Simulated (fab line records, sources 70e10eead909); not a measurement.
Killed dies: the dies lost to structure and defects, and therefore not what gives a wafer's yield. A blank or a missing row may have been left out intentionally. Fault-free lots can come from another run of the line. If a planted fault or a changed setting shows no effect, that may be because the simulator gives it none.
Which tool did it?	flow nand harc	57 wafers from 19 lots sampled at 6 of the route's 1159 steps

## WHAT EACH GAUGE READ, for each wafer
No reading from a measuring or inspecting step in the record can be judged against a usual standard deviation.

## EACH LOT AND THE TOOL THAT RAN IT (in order: tool; ch and the chambers of the sampled wafers; start)
lot	NHARC_A_STAIRCASE_DESCUM_186	NHARC_A_STAIRCASE_STRIP_205	NHARC_A_STAIRCASE_ETCH_236	NHARC_A_STAIRCASE_ETCH_292	NHARC_A_STAIRCASE_ETCH_453	NHARC_A_STAIRCASE_STRIP_316
L075	rie diel-05 ch 0,1,3, day 11 00:45	plasma asher-01 ch 0,1, day 11 03:11	rie diel-05 ch 0,2, day 11 13:19 or earlier	rie diel-02 ch 1,3, day 11 13:19	rie diel-04 ch 1,2, no start	rie diel-04 ch 1,2,3, no start
L076	rie diel-04 ch 0,2, day 11 14:03	plasma asher-01 ch 0,1, day 11 17:47	rie diel-05 ch 0,1,3, day 12 04:13 or earlier	rie diel-05 ch 1,2, day 12 04:13	rie diel-05 ch 1,2,3, no start	rie diel-05 ch 0,1,2, no start
L077	rie diel-05 ch 1,2,3, day 11 14:20	plasma asher-02 ch 0,1, day 11 17:42	rie diel-04 ch 0,1,3, day 12 04:12 or earlier	rie diel-04 ch 0,2,3, day 12 04:12	rie diel-05 ch 0,1,3, no start	rie diel-05 ch 0,2,3, no start
L080	rie diel-02 ch 1,2, day 12 04:58	plasma asher-01 ch 0,1, day 12 08:53	rie diel-02 ch 0,2,3, day 13 07:53 or earlier	rie diel-05 ch 1,2, day 13 07:53	rie diel-04 ch 0,1,3, no start	rie diel-04 ch 1,3, no start
L079	rie diel-02 ch 0,1, day 12 09:53	plasma asher-01 ch 0,1, day 12 21:42	rie diel-02 ch 0,2,3, day 13 09:22 or earlier	rie diel-02 ch 1,2,3, day 13 09:22	rie diel-05 ch 0,1, no start	rie diel-05 ch 0,1,2, no start
L078	rie diel-02 ch 1,2,3, day 12 10:11	plasma asher-01 ch 0,1, day 12 22:29	rie diel-05 ch 1,2,3, day 13 09:56 or earlier	rie diel-05 ch 0,1,3, day 13 09:56	rie diel-04 ch 0,1,2, no start	rie diel-04 ch 0,1,3, no start
L082	rie diel-02 ch 1,2,3, day 13 07:20	plasma asher-01 ch 0,1, day 13 11:13	rie diel-05 ch 0,1,2, day 13 22:10 or earlier	rie diel-05 ch 0,1,2, day 13 22:10	rie diel-05 ch 0,2,3, no start	rie diel-05 ch 0,1,3, no start
L083	rie diel-02 ch 1,3, day 13 08:24	plasma asher-01 ch 0,1, day 13 12:23	rie diel-05 ch 0,1,2, day 14 00:02 or earlier	rie diel-05 ch 1,2,3, day 14 00:02	rie diel-02 ch 1,2,3, no start	rie diel-02 ch 0,1,2, no start
L084	rie diel-05 ch 0,1,2, day 13 20:11	plasma asher-01 ch 0,1, day 13 22:58	rie diel-05 ch 0,1,2, day 14 10:01 or earlier	rie diel-05 ch 0,1,2, day 14 10:01	rie diel-05 ch 0,1,2, no start	rie diel-05 ch 0,2, no start
L086	rie diel-05 ch 0,1,3, day 14 05:14	plasma asher-01 ch 0,1, day 14 08:49	rie diel-02 ch 1,2,3, day 14 18:27 or earlier	rie diel-05 ch 0,1,3, day 14 18:27	rie diel-05 ch 0,3, no start	rie diel-05 ch 0,1,3, no start
L085	rie diel-05 ch 0,1,3, day 14 11:14	plasma asher-01 ch 0,1, day 14 13:41	rie diel-05 ch 0,1, day 14 23:38 or earlier	rie diel-05 ch 0,2, day 14 23:38	rie diel-04 ch 1,2, no start	rie diel-04 ch 0,1, no start
L088	rie diel-04 ch 1,2,3, day 14 19:27	plasma asher-02 ch 0,1, day 14 22:46	rie diel-05 ch 2,3, day 15 10:52 or earlier	rie diel-04 ch 0,3, day 15 10:52	rie diel-04 ch 0,1,2, no start	rie diel-04 ch 0,2,3, no start
L089	rie diel-04 ch 0,2, day 14 20:10	plasma asher-02 ch 0,1, day 14 23:05	rie diel-05 ch 0,1,3, day 15 09:25 or earlier	rie diel-04 ch 1,3, day 15 09:25	rie diel-02 ch 0,1,3, no start	rie diel-02 ch 1,2, no start
L093	rie diel-04 ch 0,1,3, day 15 09:01	plasma asher-01 ch 0,1, day 15 13:49	rie diel-04 ch 0,2, day 15 23:08 or earlier	rie diel-05 ch 2,3, day 15 23:08	rie diel-05 ch 1,2, no start	rie diel-05 ch 1,3, no start
L090	rie diel-04 ch 2,3, day 15 09:28	plasma asher-01 ch 0,1, day 15 15:05	rie diel-02 ch 0,1,2, day 16 04:16 or earlier	rie diel-05 ch 0,2,3, day 16 04:16	rie diel-05 ch 0,3, no start	rie diel-05 ch 1,2, no start
L092	rie diel-02 ch 1,2,3, day 15 15:31	plasma asher-01 ch 0,1, day 15 18:11	rie diel-05 ch 2,3, day 16 08:08 or earlier	rie diel-05 ch 1,2,3, day 16 08:08	rie diel-05 ch 0,1, no start	rie diel-05 ch 1,2, no start
L095	rie diel-04 ch 0,2, day 16 00:19	plasma asher-01 ch 0,1, day 16 02:59	rie diel-04 ch 1,2,3, day 16 15:50 or earlier	rie diel-02 ch 0,2, day 16 15:50	rie diel-04 ch 1,2,3, no start	rie diel-04 ch 0,1,2, no start
L096	rie diel-02 ch 0,1, day 16 06:46	plasma asher-01 ch 0,1, day 16 09:10	rie diel-04 ch 0,1,2, day 16 21:22 or earlier	rie diel-02 ch 0,1,2, day 16 21:22	rie diel-02 ch 1,2,3, no start	rie diel-02 ch 0,1,3, no start
L097	rie diel-02 ch 1,2,3, day 16 18:49	plasma asher-01 ch 0,1, day 16 21:50	rie diel-05 ch 0,1,3, day 17 07:55 or earlier	rie diel-04 ch 0,2,3, day 17 07:55	rie diel-05 ch 0,1,3, no start	rie diel-05 ch 0,1,3, no start
- NHARC_A_STAIRCASE_DESCUM_186: chemistry O2, time 3 s.
- NHARC_A_STAIRCASE_STRIP_205: strips in O2.
- NHARC_A_STAIRCASE_ETCH_236: etches the open film in C4F8/O2, target depth 100 nm, time 40.5 s.
- NHARC_A_STAIRCASE_ETCH_292: etches the open film in CF4/CHF3.
- NHARC_A_STAIRCASE_ETCH_453: etches the open film in CF4/O2, target depth 30 nm, overetch 3 nm, time 16.5 s.
- NHARC_A_STAIRCASE_STRIP_316: strips in O2.

## WHAT THE TOOLS THEMSELVES READ (means of the sampled wafers that have a number; where no wafer has one, the mark that the record gives instead)
NHARC_A_STAIRCASE_DESCUM_186. Usual: drypump motor current A 5.6 A, standard deviation 0.46; mfc ar sccm 0.009 sccm, standard deviation 0.011; oes product au 0.995 a.u., standard deviation 0.0086; rf vpp V 58.0 V, standard deviation 0.94; showerhead plenum p Torr 1.93 Torr, standard deviation 0.069; throttle valve pct 11.311 %, standard deviation 0.0097.
lot	tool	drypump motor current A (A)	mfc ar sccm (sccm)	oes product au (a.u.)	rf vpp V (V)	showerhead plenum p Torr (Torr)	throttle valve pct (%)	flag
L075	rie diel-05	5.6	0.002	0.990	57.6	1.88	11.309	
L076	rie diel-04	5.3	0.002	1.006	58.0	1.88	11.308	
L077	rie diel-05	5.7	0.002	0.988	57.8	1.90	11.318	
L080	rie diel-02	5.9	0.025	1.002	57.7	1.94	11.315	
L079	rie diel-02	5.7	0.021	0.997	59.3	1.99	11.302	
L078	rie diel-02	5.7	0.015	0.993	57.7	1.94	11.313	
L082	rie diel-02	5.6	0.015	0.991	58.5	1.93	11.302	
L083	rie diel-02	5.5	0.021	0.991	57.6	1.89	11.311	
L084	rie diel-05	5.8	0.002	0.977	57.6	1.86	11.302	
L086	rie diel-05	5.6	0.002	0.986	56.8	1.88	11.307	
L085	rie diel-05	5.6	0.002	0.993	58.0	1.87	11.315	
L088	rie diel-04	5.5	0.009	1.002	58.1	1.98	11.317	
L089	rie diel-04	5.2	0.004	1.007	57.6	1.90	11.304	
L093	rie diel-04	5.5	0.007	1.000	57.6	1.96	11.310	
L090	rie diel-04	5.6	0.016	0.995	57.8	1.95	11.309	
L092	rie diel-02	5.6	0.015	0.996	57.6	1.93	11.318	
L095	rie diel-04	5.2	0.004	1.007	57.1	1.90	11.303	
L096	rie diel-02	5.7	0.021	0.995	57.9	1.97	11.319	
L097	rie diel-02	5.6	0.015	0.998	57.7	1.92	11.313	

NHARC_A_STAIRCASE_STRIP_205. Usual: drypump motor current A 6.17 A, standard deviation 0.2; heater power w 328 W, standard deviation 18.
lot	tool	drypump motor current A (A)	heater power w (W)	flag
L075	plasma asher-01	6.23	343	
L076	plasma asher-01	6.23	349	
L077	plasma asher-02	6.14	330	
L080	plasma asher-01	6.24	348	
L079	plasma asher-01	6.24	334	
L078	plasma asher-01	6.23	332	
L082	plasma asher-01	6.11	327	
L083	plasma asher-01	6.09	324	
L084	plasma asher-01	6.23	333	
L086	plasma asher-01	6.11	320	
L085	plasma asher-01	6.10	326	
L088	plasma asher-02	6.26	306	
L089	plasma asher-02	6.27	314	
L093	plasma asher-01	6.23	332	
L090	plasma asher-01	6.23	333	
L092	plasma asher-01	6.23	331	
L095	plasma asher-01	6.23	333	
L096	plasma asher-01	6.10	324	
L097	plasma asher-01	6.11	323	

NHARC_A_STAIRCASE_ETCH_236. Usual: bias w 1000 W, standard deviation 3.2; oes product au 0.935 a.u., standard deviation 0.0097; rf vpp V 896 V, standard deviation 4.3.
lot	tool	bias w (W)	oes product au (a.u.)	rf vpp V (V)	flag
L075	rie diel-05	1001	0.931	895	
L076	rie diel-05	1001	0.952	894	
L077	rie diel-04	1001	0.941	899	
L080	rie diel-02	999	0.952	899	
L079	rie diel-02	1000	0.928	900	
L078	rie diel-05	996	0.935	894	
L082	rie diel-05	1001	0.931	893	
L083	rie diel-05	1002	0.933	892	
L084	rie diel-05	1002	0.923	893	
L086	rie diel-02	1002	0.927	897	
L085	rie diel-05	1003	0.927	891	
L088	rie diel-05	1004	0.919	898	
L089	rie diel-05	999	0.925	893	
L093	rie diel-04	1004	0.938	895	
L090	rie diel-02	1001	0.927	899	
L092	rie diel-05	1000	0.935	897	
L095	rie diel-04	1002	0.947	900	
L096	rie diel-04	1000	0.932	898	
L097	rie diel-05	999	0.932	893	

NHARC_A_STAIRCASE_ETCH_292. Usual: bias w 200.0 W, standard deviation 0.57; cf4 flow sccm 100.0 sccm, standard deviation 0.3; chf3 flow sccm 30.01 sccm, standard deviation 0.095; drypump motor current A 5.6 A, standard deviation 0.49; mfc ar sccm 0.006 sccm, standard deviation 0.0089; oes product au 0.940 a.u., standard deviation 0.02; rf vpp V 370.5 V, standard deviation 1.9; showerhead plenum p Torr 1.57 Torr, standard deviation 0.054; throttle valve pct 16.802 %, standard deviation 0.0091.
lot	tool	bias w (W)	cf4 flow sccm (sccm)	chf3 flow sccm (sccm)	drypump motor current A (A)	mfc ar sccm (sccm)	oes product au (a.u.)	rf vpp V (V)	showerhead plenum p Torr (Torr)	throttle valve pct (%)	flag
L075	rie diel-02	200.0	99.9	30.04	5.5	0.021	0.968	370.2	1.56	16.793	
L076	rie diel-05	200.1	100.3	29.95	6.0	0.002	0.963	369.9	1.55	16.806	
L077	rie diel-04	199.9	100.1	30.04	5.4	0.009	0.927	370.4	1.58	16.800	
L080	rie diel-05	199.5	99.6	30.05	5.9	0.002	0.918	369.4	1.55	16.798	
L079	rie diel-02	200.1	100.1	30.10	5.6	0.015	0.936	370.7	1.59	16.803	
L078	rie diel-05	199.7	100.0	30.01	5.6	0.002	0.922	369.0	1.55	16.802	
L082	rie diel-05	200.3	100.0	30.07	5.8	0.002	0.962	368.4	1.53	16.800	
L083	rie diel-05	200.2	99.9	29.96	5.7	0.002	0.962	370.3	1.56	16.806	
L084	rie diel-05	200.0	99.9	29.97	5.8	0.002	0.922	368.9	1.53	16.804	
L086	rie diel-05	199.9	99.8	30.10	5.5	0.002	0.933	369.1	1.54	16.798	
L085	rie diel-05	200.4	100.0	29.95	5.5	0.000	0.931	369.5	1.54	16.808	
L088	rie diel-04	200.7	100.3	29.86	5.5	0.007	0.922	370.3	1.56	16.797	
L089	rie diel-04	199.8	99.8	29.97	5.6	0.014	0.942	373.0	1.64	16.794	
L093	rie diel-05	200.7	100.1	30.05	5.2	0.000	0.948	371.3	1.59	16.799	
L090	rie diel-05	200.1	100.1	29.98	5.3	0.000	0.953	370.0	1.56	16.802	
L092	rie diel-05	200.3	100.0	29.97	5.7	0.002	0.955	370.7	1.56	16.801	
L095	rie diel-02	200.0	100.1	30.08	6.0	0.013	0.925	372.9	1.64	16.796	
L096	rie diel-02	199.8	100.2	29.97	5.9	0.020	0.934	372.2	1.61	16.808	
L097	rie diel-04	199.5	100.0	29.91	5.4	0.009	0.961	370.6	1.57	16.804	

NHARC_A_STAIRCASE_ETCH_453. Usual: bias w 99.98 W, standard deviation 0.3; cf4 flow sccm 79.99 sccm, standard deviation 0.22; drypump motor current A 5.5 A, standard deviation 0.46; mfc ar sccm 0.005 sccm, standard deviation 0.0085; oes product au 0.994 a.u., standard deviation 0.0086; rf vpp V 197.9 V, standard deviation 1.3; showerhead plenum p Torr 1.33 Torr, standard deviation 0.05; throttle valve pct 13.398 %, standard deviation 0.0094.
lot	tool	bias w (W)	cf4 flow sccm (sccm)	drypump motor current A (A)	mfc ar sccm (sccm)	oes product au (a.u.)	rf vpp V (V)	showerhead plenum p Torr (Torr)	throttle valve pct (%)	flag
L075	rie diel-04	99.98	79.91	5.4	0.002	1.000	199.1	1.40	13.397	
L076	rie diel-05	99.90	79.97	5.7	0.002	0.983	198.1	1.33	13.403	
L077	rie diel-05	100.01	79.91	5.6	0.002	0.993	197.0	1.31	13.400	
L080	rie diel-04	100.02	79.91	5.5	0.007	0.987	197.5	1.36	13.399	
L079	rie diel-05	99.90	79.70	5.7	0.002	0.994	197.2	1.29	13.388	
L078	rie diel-04	100.55	80.12	5.3	0.002	0.995	198.0	1.35	13.390	
L082	rie diel-05	100.09	80.14	5.3	0.000	0.992	198.1	1.33	13.385	
L083	rie diel-02	99.86	79.87	5.6	0.015	0.989	197.2	1.35	13.401	
L084	rie diel-05	99.83	80.06	5.8	0.002	0.993	197.4	1.29	13.402	
L086	rie diel-05	100.05	79.95	5.1	0.000	0.986	198.0	1.34	13.396	
L085	rie diel-04	100.29	80.12	5.4	0.002	0.994	198.3	1.40	13.395	
L088	rie diel-04	99.96	79.97	5.3	0.002	1.000	198.3	1.35	13.401	
L089	rie diel-02	99.87	79.87	5.4	0.016	1.002	198.2	1.35	13.397	
L093	rie diel-05	100.04	80.13	6.0	0.002	0.991	197.0	1.31	13.398	
L090	rie diel-05	100.13	79.76	5.2	0.000	0.997	197.4	1.31	13.402	
L092	rie diel-05	99.98	80.24	5.7	0.002	0.990	195.9	1.28	13.389	
L095	rie diel-04	99.83	80.10	5.4	0.009	0.994	199.8	1.38	13.405	
L096	rie diel-02	99.89	79.76	5.7	0.015	1.004	197.6	1.34	13.406	
L097	rie diel-05	100.27	80.21	5.6	0.002	0.975	196.8	1.30	13.393	

NHARC_A_STAIRCASE_STRIP_316. Usual: drypump motor current A 5.5 A, standard deviation 0.44; mfc ar sccm 0.005 sccm, standard deviation 0.0084; oes product au 0.996 a.u., standard deviation 0.0064; rf vpp V 57.8 V, standard deviation 0.86; showerhead plenum p Torr 3.53 Torr, standard deviation 0.12; throttle valve pct 17.036 %, standard deviation 0.0089.
lot	tool	drypump motor current A (A)	mfc ar sccm (sccm)	oes product au (a.u.)	rf vpp V (V)	showerhead plenum p Torr (Torr)	throttle valve pct (%)	flag
L075	rie diel-04	5.5	0.009	1.003	57.7	3.66	17.035	
L076	rie diel-05	5.8	0.002	0.991	58.1	3.44	17.026	
L077	rie diel-05	5.3	0.000	1.003	57.4	3.52	17.038	
L080	rie diel-04	5.6	0.007	0.993	57.6	3.72	17.042	
L079	rie diel-05	5.8	0.002	0.991	57.9	3.43	17.040	
L078	rie diel-04	5.6	0.007	0.998	58.2	3.61	17.045	
L082	rie diel-05	5.6	0.002	0.995	58.0	3.46	17.035	
L083	rie diel-02	5.9	0.020	1.004	58.1	3.63	17.036	
L084	rie diel-05	5.4	0.000	0.985	58.3	3.44	17.024	
L086	rie diel-05	5.6	0.002	0.991	57.2	3.46	17.032	
L085	rie diel-04	5.5	0.000	0.992	57.3	3.54	17.033	
L088	rie diel-04	5.4	0.009	0.998	58.3	3.53	17.045	
L089	rie diel-02	5.9	0.025	0.999	57.9	3.54	17.034	
L093	rie diel-05	5.5	0.002	0.998	57.4	3.52	17.030	
L090	rie diel-05	6.0	0.002	0.988	58.3	3.46	17.035	
L092	rie diel-05	6.0	0.002	0.993	57.7	3.46	17.038	
L095	rie diel-04	5.3	0.002	0.995	57.3	3.57	17.039	
L096	rie diel-02	5.4	0.016	0.994	58.4	3.55	17.023	
L097	rie diel-05	5.6	0.002	0.994	57.7	3.45	17.040	

## THE ANSWER, worked out from the rows above alone
Rule: a lot counts as off when the mean over its wafers that have a number is more than 3 standard deviations away from the usual mean. Also off: a lot with no number at a reading for which 4 or more lots have one. The other lots that the step has rows for count as sound. The gauges are gone through in route order, then the tools' own readings, and for those a lot's mean is taken as printed above. At the first step where some lot is off, the reading lying furthest off is the one used; lots without a number count as furthest.
No lot is off at any reading shown: from this, nothing can be told.

## WHAT HAD BEEN PUT IN BY THE SIMULATOR
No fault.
